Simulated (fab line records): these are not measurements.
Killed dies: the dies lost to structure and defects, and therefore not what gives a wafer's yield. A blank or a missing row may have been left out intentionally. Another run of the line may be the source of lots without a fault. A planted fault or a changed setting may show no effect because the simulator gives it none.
Matching of chambers | flow nand_harc | NHARC_A_ONON_D2_DEP_33 on pecvd-01 has 3 sister chambers
The step deposits SiO2, target thk 200 nm. 14 wafers are shown with their chamber, then 7 later ones without.

== EACH WAFER AND ITS CHAMBER ==
wafer  | chamber | throttle_valve_pct (%) | heater_power_w (W) | rf_fwd_power_W (W)
L829.1 | 1       | 16.0                   | 492                | 897.6
L829.3 | 2       | 15.2                   | 663                | 900.3
L829.6 | 0       | 16.4                   | 567                | 894.4
L831.1 | 0       | 16.5                   | 587                | 898.8
L831.2 | 1       | 15.8                   | 496                | 898.0
L831.4 | 0       | 16.0                   | 583                | 903.1
L833.1 | 1       | 15.9                   | 577                | 893.9
L833.3 | 0       | 16.7                   | 701                | 898.5
L833.5 | 2       | 15.4                   | 609                | 900.0
L834.3 | 2       | 15.3                   | 656                | 901.7
L834.5 | 2       | 15.4                   | 659                | 897.3
L834.6 | 1       | 16.2                   | 595                | 899.4
L836.2 | 1       | 16.1                   | 618                | 899.8
L836.4 | 0       | 16.5                   | 622                | 902.3

SIGNATURES (means of the wafers above)
reading            | chamber 0 | chamber 1 | chamber 2 | scatter within a chamber
throttle_valve_pct | 16.420    | 16.000    | 15.325    | 0.19
heater_power_w     | 612.00    | 555.60    | 646.75    | 49.5
rf_fwd_power_W     | 899.420   | 897.740   | 899.825   | 2.7
Rule: for a wafer and a chamber, the distance is found by dividing, reading by reading, the gap between the wafer's reading and the chamber's mean by the reading's scatter, squaring, summing and taking the root. The wafer belongs to the nearest chamber; if the next one is less than 2 further off, it can't be placed. The scatter: take each reading less its chamber's mean, square it, sum over the shown wafers, divide by the number of wafers less the number of chambers, and take the root.

== WAFERS WHOSE CHAMBER IS MISSING ==
wafer  | throttle_valve_pct (%) | heater_power_w (W) | rf_fwd_power_W (W)
L836.5 | 16.2                   | 483                | 900.9
L839.2 | 15.4                   | 561                | 900.0
L839.3 | 16.2                   | 487                | 904.2
L839.6 | 16.4                   | 689                | 897.2
L840.1 | 16.1                   | 605                | 899.9
L840.5 | 15.7                   | 704                | 894.5
L840.6 | 16.3                   | 614                | 900.6

== EACH ONE'S CHAMBER ==
wafer  | from the rows above          | in truth
L836.5 | can't be placed: 1 or 0      | 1
L839.2 | can't be placed: 2 or 1      | 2
L839.3 | can't be placed: 1 or 0      | 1
L839.6 | can't be placed: 0 or 1      | 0
L840.1 | can't be placed: 1 or 0      | 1
L840.5 | can't be placed: 2 or 1 or 0 | 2
L840.6 | can't be placed: 0 or 1      | 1
Correctly placed: 0 of 7. Can't be placed from these rows: 7 (the true chamber is among the candidates in 7). Wrongly placed: 0.
